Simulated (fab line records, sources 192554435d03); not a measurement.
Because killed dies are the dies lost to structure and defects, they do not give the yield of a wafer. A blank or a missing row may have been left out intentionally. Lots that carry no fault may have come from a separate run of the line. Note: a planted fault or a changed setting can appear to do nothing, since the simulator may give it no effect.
Matching of chambers ; flow n5Finfet ; N5_BEOL_M1_ILD_DEP_00 on pecvd-02: 3 sister chambers
The step deposits SiOC from DEMS/O2, target thk 79 nm, time 15.3 s. 14 wafers are shown with their chamber, then 7 later ones without.

== WAFERS PAIRED WITH THEIR CHAMBERS ==
wafer;chamber;throttleValvePct (%);showerheadPlenumPTorr (Torr);heaterPowerW (W)
L074.1;0;11.4;5.705;528
L074.3;2;12.4;5.680;520
L074.4;0;11.0;5.713;546
L077.1;1;12.7;5.717;465
L077.4;2;12.4;5.677;459
L077.5;1;13.0;5.719;453
L078.3;0;11.2;5.700;552
L078.4;2;12.5;5.683;469
L078.5;0;11.4;5.702;560
L085.2;0;11.4;5.696;554
L085.3;1;12.9;5.717;477
L085.4;0;11.4;5.697;537
L087.1;1;12.8;5.717;510
L087.5;2;12.7;5.682;499

SIGNATURES, as means of the wafers listed above
reading;chamber 0;chamber 1;chamber 2;scatter within a chamber
throttleValvePct;11.300;12.850;12.500;0.151
showerheadPlenumPTorr;5.70217;5.71750;5.68050;0.00446
heaterPowerW;546.17;476.25;486.75;21
Rule: a wafer's distance from a chamber is the root of the sum, over the readings, of the square of ((its reading less the chamber's mean) divided by the reading's scatter). If the next closest chamber is less than 2 further off than the closest, the wafer can't be placed; otherwise it belongs to the closest. The scatter: the root of (the sum of the squares of (reading less its chamber's mean) over the shown wafers, divided by (wafers less chambers)).

== WAFERS MISSING THEIR CHAMBER ==
wafer;throttleValvePct (%);showerheadPlenumPTorr (Torr);heaterPowerW (W)
L087.6;11.2;5.703;536
L090.2;12.8;5.684;501
L090.3;11.2;5.705;543
L090.5;11.5;5.710;550
L095.1;11.4;5.696;464
L095.4;12.9;5.720;436
L095.6;11.5;5.704;470

== WHICH CHAMBER EACH ONE RAN IN ==
wafer;from the rows above;in truth
L087.6;0;0
L090.2;2;2
L090.3;0;0
L090.5;0;0
L095.1;0;0
L095.4;1;1
L095.6;0;0
Correctly placed: 7 of 7. From these rows, 0 cannot be placed. 0 placed wrongly.
